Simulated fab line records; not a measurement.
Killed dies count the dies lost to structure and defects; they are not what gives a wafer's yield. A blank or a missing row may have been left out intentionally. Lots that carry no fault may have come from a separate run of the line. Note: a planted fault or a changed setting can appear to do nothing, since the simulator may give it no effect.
Matching of chambers || flow n5 finfet || 4 sister chambers for N5_MOL_CONTACT_COAG_CMP_28 on cmp-02
The step polishes, stops on SiNx, t overpolish 0.85 s, target thk 14.522 nm. 14 wafers are shown with their chamber, then 7 later ones without.

WAFERS WITH THEIR CHAMBER
{"wafer": "L077.1", "chamber": 3, "motor current A (A)": 11.7, "time to endpoint s (s)": 3.2}
{"wafer": "L077.2", "chamber": 1, "motor current A (A)": 11.5, "time to endpoint s (s)": 5.4}
{"wafer": "L077.6", "chamber": 2, "motor current A (A)": 12.2, "time to endpoint s (s)": 3.6}
{"wafer": "L080.2", "chamber": 2, "motor current A (A)": 12.4, "time to endpoint s (s)": 1.0}
{"wafer": "L080.3", "chamber": 1, "motor current A (A)": 11.2, "time to endpoint s (s)": 1.2}
{"wafer": "L080.5", "chamber": 1, "motor current A (A)": 12.1, "time to endpoint s (s)": 0.0}
{"wafer": "L082.1", "chamber": 3, "motor current A (A)": 11.4, "time to endpoint s (s)": 0.4}
{"wafer": "L082.4", "chamber": 0, "motor current A (A)": 12.8, "time to endpoint s (s)": 1.1}
{"wafer": "L082.5", "chamber": 3, "motor current A (A)": 11.7, "time to endpoint s (s)": 0.9}
{"wafer": "L083.1", "chamber": 2, "motor current A (A)": 12.6, "time to endpoint s (s)": 6.2}
{"wafer": "L083.3", "chamber": 1, "motor current A (A)": 12.2, "time to endpoint s (s)": 5.8}
{"wafer": "L083.4", "chamber": 3, "motor current A (A)": 12.5, "time to endpoint s (s)": 4.8}
{"wafer": "L087.1", "chamber": 1, "motor current A (A)": 11.7, "time to endpoint s (s)": 4.7}
{"wafer": "L087.3", "chamber": 3, "motor current A (A)": 11.9, "time to endpoint s (s)": 5.3}

SIGNATURES, as means of the wafers listed above
{"reading": "motor current A", "chamber 0": 12.800, "chamber 1": 11.740, "chamber 2": 12.400, "chamber 3": 11.840, "scatter within a chamber": 0.38}
{"reading": "time to endpoint s", "chamber 0": 1.100, "chamber 1": 3.420, "chamber 2": 3.600, "chamber 3": 2.920, "scatter within a chamber": 2.47}
Rule: for a wafer and a chamber, the distance is found by dividing, reading by reading, the gap between the wafer's reading and the chamber's mean by the reading's scatter, squaring, summing and taking the root. If the next closest chamber is less than 2 further off than the closest, the wafer can't be placed; otherwise it belongs to the closest. The scatter is the square root of a quotient: the sum, over the shown wafers, of each reading's squared deviation from its chamber's mean, divided by wafers minus chambers.

WAFERS MISSING THEIR CHAMBER
{"wafer": "L087.5", "motor current A (A)": 12.0, "time to endpoint s (s)": 4.1}
{"wafer": "L088.2", "motor current A (A)": 13.4, "time to endpoint s (s)": 6.1}
{"wafer": "L088.3", "motor current A (A)": 12.1, "time to endpoint s (s)": 1.4}
{"wafer": "L088.4", "motor current A (A)": 12.1, "time to endpoint s (s)": 3.2}
{"wafer": "L095.2", "motor current A (A)": 12.3, "time to endpoint s (s)": 3.1}
{"wafer": "L095.3", "motor current A (A)": 12.2, "time to endpoint s (s)": 2.8}
{"wafer": "L095.6", "motor current A (A)": 13.0, "time to endpoint s (s)": 5.2}

THE CHAMBER EACH PASSED THROUGH
{"wafer": "L087.5", "from the rows above": "can't be placed: 3 or 1 or 2 or 0", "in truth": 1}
{"wafer": "L088.2", "from the rows above": "can't be placed: 0 or 2 or 3 or 1", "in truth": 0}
{"wafer": "L088.3", "from the rows above": "can't be placed: 3 or 2 or 1 or 0", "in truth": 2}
{"wafer": "L088.4", "from the rows above": "can't be placed: 3 or 2 or 1 or 0", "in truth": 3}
{"wafer": "L095.2", "from the rows above": "can't be placed: 2 or 3 or 1 or 0", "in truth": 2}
{"wafer": "L095.3", "from the rows above": "can't be placed: 2 or 3 or 1 or 0", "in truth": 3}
{"wafer": "L095.6", "from the rows above": "can't be placed: 2 or 0 or 3 or 1", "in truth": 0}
Placed correctly: 0 of 7. Cannot be placed on the basis of these rows: 7; the candidates contain the true chamber in 7. Number placed wrongly: 0.
